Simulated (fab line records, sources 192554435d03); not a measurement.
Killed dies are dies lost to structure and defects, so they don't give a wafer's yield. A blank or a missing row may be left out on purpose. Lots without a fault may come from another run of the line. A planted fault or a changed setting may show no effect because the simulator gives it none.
Which tool did it? | flow n5_finfet | 8 lots, 22 wafers sampled, at 5 steps of a route of 1938

WHAT THE GAUGES READ, wafer by wafer
N5_BEOL_M4_RC_MEAS_101.
lot  | measured     | on        | CJ_P           | DIBL_N (mV/V)  | DIBL_P (mV/V)  | IOFF_N (nA/um) | IOFF_P (nA/um) | ION_N (uA/um) | ION_P (uA/um) | SS_N (mV/dec)  | SS_P (mV/dec)  | VT_N (mV)   | VT_P (mV)
L590 | day 8 21:31  | prober-02 | 5.56 5.74 5.73 | 36.7 37.9 40.3 | 36.6 37.4 40.6 | 0.16 0.17 0.22 | 0.24 0.26 0.33 | 676 683 685   | 470 478 479   | 72.1 71.4 73.2 | 73.6 73.4 75.0 | 251 247 244 | -246 -243 -242
L591 | day 9 13:37  | prober-01 | 5.65 5.69      | 40.1 33.7      | 41.0 32.9      | 0.24 0.11      | 0.39 0.21      | 707 665       | 491 469       | 72.4 70.6      | 75.2 73.3      | 242 255     | -239 -247
L592 | day 9 16:40  | prober-01 | 5.70 5.74 5.65 | 39.1 37.0 39.6 | 38.5 35.3 40.7 | 0.22 0.15 0.25 | 0.26 0.20 0.31 | 691 679 717   | 472 460 486   | 72.0 71.6 71.7 | 73.5 73.3 74.1 | 243 249 241 | -247 -252 -246
L598 | day 10 22:28 | prober-02 | 4.52 5.77 5.96 | 39.4 38.4 37.4 | 38.8 38.3 37.8 | 0.22 0.18 0.16 | 0.21 0.24 0.22 | 695 674 673   | 438 462 463   | 72.3 72.2 71.8 | 73.9 73.6 73.6 | 248 249 251 | -252 -249 -248
L600 | day 11 14:47 | prober-01 | 4.80 6.10      | 37.5 36.6      | 34.9 36.5      | 0.17 0.15      | 0.17 0.23      | 666 664       | 440 459       | 72.2 72.2      | 73.4 74.0      | 249 253     | -257 -248
L602 | day 11 23:56 | prober-01 | 5.54 5.67 5.65 | 39.6 39.2 38.8 | 38.1 38.2 37.7 | 0.23 0.21 0.21 | 0.28 0.29 0.29 | 691 678 691   | 468 469 474   | 72.4 71.8 71.3 | 74.5 74.0 74.2 | 246 247 245 | -244 -242 -243
L606 | day 13 03:20 | prober-01 | 5.69 5.48 5.35 | 36.4 36.6 33.9 | 38.0 38.8 35.6 | 0.17 0.17 0.13 | 0.22 0.24 0.19 | 691 678 674   | 475 468 468   | 71.8 71.1 70.4 | 73.3 73.9 72.5 | 250 249 254 | -250 -247 -249
L607 | day 13 03:29 | prober-02 | 5.64 5.80 5.69 | 35.3 37.5 37.3 | 35.2 38.9 38.8 | 0.15 0.19 0.19 | 0.19 0.25 0.25 | 680 699 686   | 467 480 471   | 71.8 72.2 71.8 | 73.1 73.8 73.8 | 246 246 246 | -249 -248 -247

WHICH TOOL RAN EACH LOT (tool, then ch and the chambers of the sampled wafers, then the start)
lot  | N5_SD_EPI_P_ETCH_37               | N5_SD_EPI_P_ETCHBACK_46           | N5_SD_EPI_P_SD_RECESS_17        | N5_SD_EPI_P_STRIP_40
L590 | rie_diel-05 ch 0,1, day 4 12:06   | rie_diel-05 ch 0,1, day 4 12:25   | rie_si-05 ch 0,2, day 4 12:41   | plasma_asher-01 ch 0,1, day 4 12:50
L591 | rie_diel-04 ch 2,3, day 4 16:32   | rie_diel-04 ch 2,3, day 4 16:52   | rie_si-05 ch 0,1, day 4 17:08   | plasma_asher-02 ch 0,1, day 4 17:17
L592 | rie_diel-04 ch 1,2,3, day 4 23:50 | rie_diel-04 ch 1,2,3, day 5 00:10 | rie_si-06 ch 1,2,3, day 5 00:26 | plasma_asher-02 ch 0,1, day 5 00:35
L598 | rie_diel-04 ch 0,1,2, day 6 11:11 | rie_diel-04 ch 0,1,2, day 6 11:30 | rie_si-05 ch 1,2,3, day 6 11:46 | plasma_asher-02 ch 0,1, day 6 11:55
L600 | rie_diel-02 ch 0,3, day 6 20:17   | rie_diel-02 ch 0,3, day 6 20:31   | rie_si-05 ch 2,3, day 6 20:46   | plasma_asher-01 ch 1, day 6 20:55
L602 | rie_diel-04 ch 2,3, day 7 11:58   | rie_diel-04 ch 2,3, day 7 12:17   | rie_si-04 ch 0,1,3, day 7 12:34 | plasma_asher-02 ch 0,1, day 7 12:44
L606 | rie_diel-04 ch 0,1, day 8 06:58   | rie_diel-04 ch 0,1, day 8 07:17   | rie_si-04 ch 0,1, day 8 07:34   | plasma_asher-02 ch 0,1, day 8 07:42
L607 | rie_diel-04 ch 0,1,3, day 8 12:21 | rie_diel-04 ch 0,1,3, day 8 12:40 | rie_si-04 ch 0,1,2, day 8 12:56 | plasma_asher-01 ch 0,1, day 8 13:05
- N5_SD_EPI_P_ETCH_37: etches SOC in N2/H2, overetch 108 nm, time 486 s.
- N5_SD_EPI_P_ETCHBACK_46: etches SiNx in CH3F/O2, stops on SiO2, target depth 17.5 nm.
- N5_SD_EPI_P_SD_RECESS_17: chemistry HBr/Cl2/O2, target depth 39.1 nm, bt time 3 s.
- N5_SD_EPI_P_STRIP_40: strips in N2/H2.

WHAT THE TOOLS THEMSELVES READ (means of the sampled wafers that have a number; where no wafer has one, the mark that the record gives instead)
N5_SD_EPI_P_ETCH_37.
lot  | tool        | chamber_pressure_mTorr (mTorr) | drypump_motor_current_A (A) | n2_flow_sccm (sccm) | oes_product_au (a.u.) | rf_vpp_V (V) | showerhead_plenum_p_Torr (Torr) | temp_c (C) | throttle_valve_pct (%)
L590 | rie_diel-05 | 20.010                         | 5.5                         | 200.5               | 0.79                  | 239.9        | 2.51                            | 39.94      | 23.7
L591 | rie_diel-04 | 20.012                         | 5.3                         | 200.2               | 0.76                  | 242.8        | 2.61                            | 39.92      | 23.8
L592 | rie_diel-04 | 20.005                         | 5.7                         | 200.0               | 0.77                  | 242.2        | 2.60                            | 39.95      | 23.8
L598 | rie_diel-04 | 19.999                         | 5.7                         | 200.3               | 0.71                  | 241.0        | 2.55                            | 39.99      | 23.9
L600 | rie_diel-02 | 19.997                         | 5.9                         | 200.3               | 0.62                  | 239.9        | 2.56                            | 40.19      | 24.2
L602 | rie_diel-04 | 20.012                         | 5.3                         | 199.7               | 0.68                  | 240.8        | 2.60                            | 39.97      | 23.8
L606 | rie_diel-04 | 19.991                         | 5.7                         | 199.8               | 0.73                  | 240.5        | 2.49                            | 39.90      | 24.0
L607 | rie_diel-04 | 19.996                         | 5.8                         | 199.9               | 0.76                  | 240.5        | 2.53                            | 39.95      | 23.9

N5_SD_EPI_P_ETCHBACK_46.
lot  | tool        | chamber_pressure_mTorr (mTorr) | drypump_motor_current_A (A) | oes_ar_750_au (a.u.) | oes_product_au (a.u.) | rf_vpp_V (V) | showerhead_plenum_p_Torr (Torr) | throttle_valve_pct (%)
L590 | rie_diel-05 | 30.025                         | 5.6                         | 0.88                 | 0.75                  | 295          | 1.99                            | 16.31
L591 | rie_diel-04 | 30.021                         | 5.3                         | 0.84                 | 0.71                  | 300          | 2.05                            | 16.23
L592 | rie_diel-04 | 29.971                         | 5.7                         | 0.86                 | 0.74                  | 300          | 2.05                            | 16.25
L598 | rie_diel-04 | 29.981                         | 5.7                         | 0.80                 | 0.68                  | 297          | 2.01                            | 16.32
L600 | rie_diel-02 | 30.007                         | 5.9                         | 0.69                 | 0.59                  | 302          | 2.01                            | 16.70
L602 | rie_diel-04 | 30.027                         | 5.3                         | 0.76                 | 0.65                  | 300          | 2.05                            | 16.32
L606 | rie_diel-04 | 29.997                         | 5.7                         | 0.83                 | 0.69                  | 293          | 1.96                            | 16.31
L607 | rie_diel-04 | 29.988                         | 5.7                         | 0.85                 | 0.73                  | 295          | 2.00                            | 16.24

N5_SD_EPI_P_SD_RECESS_17.
lot  | tool      | chamber_pressure_mTorr (mTorr) | drypump_motor_current_A (A) | he_backside_leak_sccm (sccm) | oes_product_au (a.u.) | throttle_valve_pct (%)
L590 | rie_si-05 | 9.999                          | 6.1                         | 2.94                         | 1.002                 | 37.2
L591 | rie_si-05 | 9.995                          | 6.2                         | 2.62                         | 1.020                 | 37.2
L592 | rie_si-06 | 10.003                         | 5.3                         | 2.56                         | 1.005                 | 37.0
L598 | rie_si-05 | 10.000                         | 5.8                         | 2.94                         | 1.002                 | 37.0
L600 | rie_si-05 | 9.996                          | 5.7                         | 2.73                         | 1.000                 | 37.0
L602 | rie_si-04 | 9.998                          | 5.8                         | 2.87                         | 1.020                 | 36.9
L606 | rie_si-04 | 10.010                         | 5.6                         | 2.97                         | 1.006                 | 36.5
L607 | rie_si-04 | 10.001                         | 5.8                         | 2.68                         | 1.013                 | 36.6

N5_SD_EPI_P_STRIP_40.
lot  | tool            | drypump_motor_current_A (A) | heater_power_w (W) | n2_flow_sccm (sccm) | oes_product_au (a.u.) | temp_c (C)
L590 | plasma_asher-01 | 5.18                        | 321                | 1745                | 0.767                 | 250.15
L591 | plasma_asher-02 | 5.07                        | 316                | 1747                | 0.759                 | 250.11
L592 | plasma_asher-02 | 5.00                        | 299                | 1747                | 0.766                 | 249.86
L598 | plasma_asher-02 | 5.13                        | 331                | 1751                | 0.761                 | 249.95
L600 | plasma_asher-01 | 4.99                        | 302                | 1750                | 0.763                 | 249.97
L602 | plasma_asher-02 | 5.03                        | 305                | 1751                | 0.769                 | 250.04
L606 | plasma_asher-02 | 5.01                        | 305                | 1752                | 0.754                 | 250.05
L607 | plasma_asher-01 | 5.40                        | 342                | 1750                | 0.773                 | 250.22

THE ANSWER, worked out from the rows above alone
Rule: what is usual is taken from the lots themselves. Put in order of their means at a reading, lots are off if they are a third of the lots or fewer, leave a main group of 4 or more, and stand apart from it by a gap of 3 or more times the standard deviation of the main group's means; of several such gaps the widest counts. A main group whose means are all the same, to the digits that the tables above print for the reading, isn't used. A lot without any number at a reading at which 4 lots or more have one is off too. The other lots that the step has rows for count as sound. The gauges are gone through in route order, then the tools' own readings, and for those a lot's mean is taken as printed above. The first step at which some lot is off is used, and at that step the reading that is off furthest; a lot without a number counts as furthest.
Off: L598, L600, at N5_BEOL_M4_RC_MEAS_101 (ION_P). The main group: mean 474 uA/um, standard deviation 3.4.
A tool fits if, at a process step before that reading, it ran every lot that is off, and no sound lot after the first of them. The gauges at N5_BEOL_M4_RC_MEAS_101 are tried like those tools. One fits: rie_si-05 at N5_SD_EPI_P_SD_RECESS_17. Its last sound lot is L591 (day 4 17:08), its first lot that is off L598 (day 6 11:46): a fault that began between those two fits.

WHAT THE SIMULATOR HAD PUT IN
Process parameter drift: rie_si-05, from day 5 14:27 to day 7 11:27, at N5_SD_EPI_P_SD_RECESS_17. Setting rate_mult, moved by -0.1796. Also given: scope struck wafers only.
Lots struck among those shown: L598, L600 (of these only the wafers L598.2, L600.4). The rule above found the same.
